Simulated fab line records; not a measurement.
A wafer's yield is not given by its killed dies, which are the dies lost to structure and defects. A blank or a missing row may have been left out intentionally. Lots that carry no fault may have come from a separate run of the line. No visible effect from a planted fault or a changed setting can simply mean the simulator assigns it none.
Comparing a struck lot with a sound one :: flow n5-finfet :: 39 out of 1938 route steps
Sound: wafers L714.2, L714.5, L714.6. Struck: wafer L712.5. (L712.1, L712.3 of the same lot were not struck and are left out.) The cause comes at the end.
At each step with rows: each side's tool, then ch and its chambers, then its first start. Under that, the readings that differ: sound wafers :: struck wafers :: difference of the means :: sigmas: that difference in standard deviations of wafers without a fault.
alike: readings with means less than 2 such deviations apart, plus words and numbers identical on both sides. not compared: withheld readings, readings lacking a value on some wafer, bounds such as >300 that could conceal the same value, and numbers that have no deviation in the record and whose values overlap.
A row with sigmas, a row that says differs or no value, or rows on one side alone: a step with any of these is where the two part. When numbers do not overlap yet have no deviation, they are printed without sigmas and do not part them. A reading missing from all wafers of one side parts the sides only when that side holds two or more wafers.

first, 12 steps without rows for these wafers: N5_BEOL_M3_ANNEAL_87 (time 240 s); N5_BEOL_M3_SPUTTER_88 (material Cu, target thk 4.5 nm, time 8.29 s); N5_BEOL_M3_ANNEAL_89 (time 240 s); N5_BEOL_M3_SPUTTER_90 (material Cu, target thk 4.5 nm, time 8.29 s); N5_BEOL_M3_ANNEAL_91 (time 240 s); N5_BEOL_M3_SPUTTER_92 (material Cu, target thk 4.5 nm, time 8.29 s); N5_BEOL_M3_ANNEAL_93 (time 240 s); N5_BEOL_M3_SPUTTER_94 (material Cu, target thk 4.5 nm, time 8.29 s); N5_BEOL_M3_ANNEAL_95 (time 240 s); N5_BEOL_M3_SPUTTER_96 (material Cu, target thk 4.5 nm, time 8.29 s); N5_BEOL_M3_ECD_50 (material Cu, target thk 300 nm); N5_BEOL_M3_ANNEAL_51 (time 90 s).
N5_BEOL_M3_CMP_52: polishes, stops on SiOC, t overpolish 6.8 s, target thk 40 nm.
  sound on cmp-02 ch 0,2,3, day 13 20:06; struck on cmp-04 ch 0, day 13 07:41
reading: barrier-field-endpoint-s (s)
sound: 23.4 23.9 23.9
struck: 41.3
difference: +17.6
sigmas: +26

reading: overpolish-run-s (s)
sound: 6.789 6.796 6.800
struck: 0.048
difference: -6.747
sigmas: -99 or more

reading: time-to-endpoint-s (s)
sound: 58 59 58
struck: 82
difference: +24
sigmas: +7
  alike: motor-current-A
N5_BEOL_M3_THK_MEAS_53: measures by xrf.
  sound on film-metro-01, day 13 20:19; struck on film-metro-01, day 13 07:56
reading: M3_THK (nm)
sound: 37.0 39.7 39.8
struck: 163.4
difference: +124.6
sigmas: +89
then, 4 steps without rows for these wafers: N5_BEOL_M3_PRE_CLEAN_60 (time 15 s); N5_BEOL_M3_CO_CAP_55 (material Co, precursor CCTBA/H2, target thk 2 nm, time 102.1 s); N5_BEOL_M3_PRE_CLEAN_56 (time 15 s); N5_BEOL_M3_DEP_57 (deposits SiCN from 3MS/NH3, target thk 8 nm, time 14 s).
N5_BEOL_M3_INSPECT_59: inspects for defects (darkfield).
  sound on defect-inspect-01, day 13 20:36; struck on defect-inspect-01, day 13 08:14
reading: raw-defect-count
sound: 58 72 63
struck: 4976
difference: +4912
sigmas: +99 or more
then, 18 steps without rows for these wafers: N5_BEOL_M4_ILD_DEP_00 (deposits SiOC from DEMS/O2, target thk 79 nm, time 15.3 s); N5_BEOL_M4_PECVD_72 (deposits SiO2 from TEOS/O2, target thk 16 nm, time 18 s); N5_BEOL_M4_HM_DEP_02 (deposits TiN, target thk 20 nm); N5_BEOL_M4_COAT_61 (time 60 s, resist thk 60 nm); N5_BEOL_M4_COAT_62 (time 60 s, resist thk 12 nm); N5_BEOL_M4_COAT_73 (time 60 s, resist thk 5 nm); N5_BEOL_M4_COAT_05 (resist thk 30 nm); N5_BEOL_M4_EBR_07; N5_BEOL_M4_SOFTBAKE_06 (time 60 s); N5_BEOL_M4_EXPOSE_08 (exposes mask M4); N5_BEOL_M4_PEB_09 (peb time 60 s); N5_BEOL_M4_DEVELOP_10 (develop time 30 s); N5_BEOL_M4_DESCUM_16 (chemistry O2, time 7 s); N5_BEOL_M4_ETCH_74 (etches underlayer in N2/H2, target depth 6.5 nm, time 5.2 s); N5_BEOL_M4_ETCH_63 (etches SiARC in CF4, target depth 15.6 nm, time 26 s); N5_BEOL_M4_ETCH_64 (etches SOC in N2/H2, target depth 75 nm, overetch 22.5 nm, time 121.9 s); N5_BEOL_M4_STRIP_65 (strips in N2/H2); N5_BEOL_M4_STRIP_75 (strips in N2/H2).
N5_BEOL_M4_RC_MEAS_101:
  the record has rows for the sound wafers here (prober-02 ch 0, day 14 09:47) and none for the struck ones
-- the record jumps here: 6 days lie between the struck wafers' starts before and after (it left off in module BEOL_M4 and takes up again in module PASSIVATION, whose first step shown is number 1936 of the route) --
N5_PASSIVATION_PROBE_49:
  sound on prober-02, day 18 22:20; struck on prober-01, day 19 12:47
reading: defect-limited-yield (%)
sound: 89.5 91.3 92.0
struck: 0
difference: -91
sigmas: -65

reading: killed_at_M0_to_M3
sound: 46 31 35
struck: 1127
difference: +1090
sigmas: +99 or more

reading: killed-dies
sound: 124 103 94
struck: 1180
difference: +1073
sigmas: +63

reading: killed-on-rim
sound: 18 14 15
struck: 152
difference: +136
sigmas: +36

reading: sort-n-pass
sound: 1056 1077 1086
struck: 0
difference: -1073
sigmas: -63

reading: sort-yield-pct (%)
sound: 89.5 91.3 92.0
struck: 0
difference: -91
sigmas: -65
  alike: killed_at_M4_up, killed-at-contacts, killed-at-front-end, killed-at-other, killed-open, killed-short, sort_bin_5_function, sort_bin_6_memory

WHERE THEY PART
At N5_BEOL_M3_CMP_52 first; at N5_PASSIVATION_PROBE_49 last (within this record only).

WHY: whatever the simulator had introduced
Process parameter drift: cmp-04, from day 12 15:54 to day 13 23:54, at N5_BEOL_M3_CMP_52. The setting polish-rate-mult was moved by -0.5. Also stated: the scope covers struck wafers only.
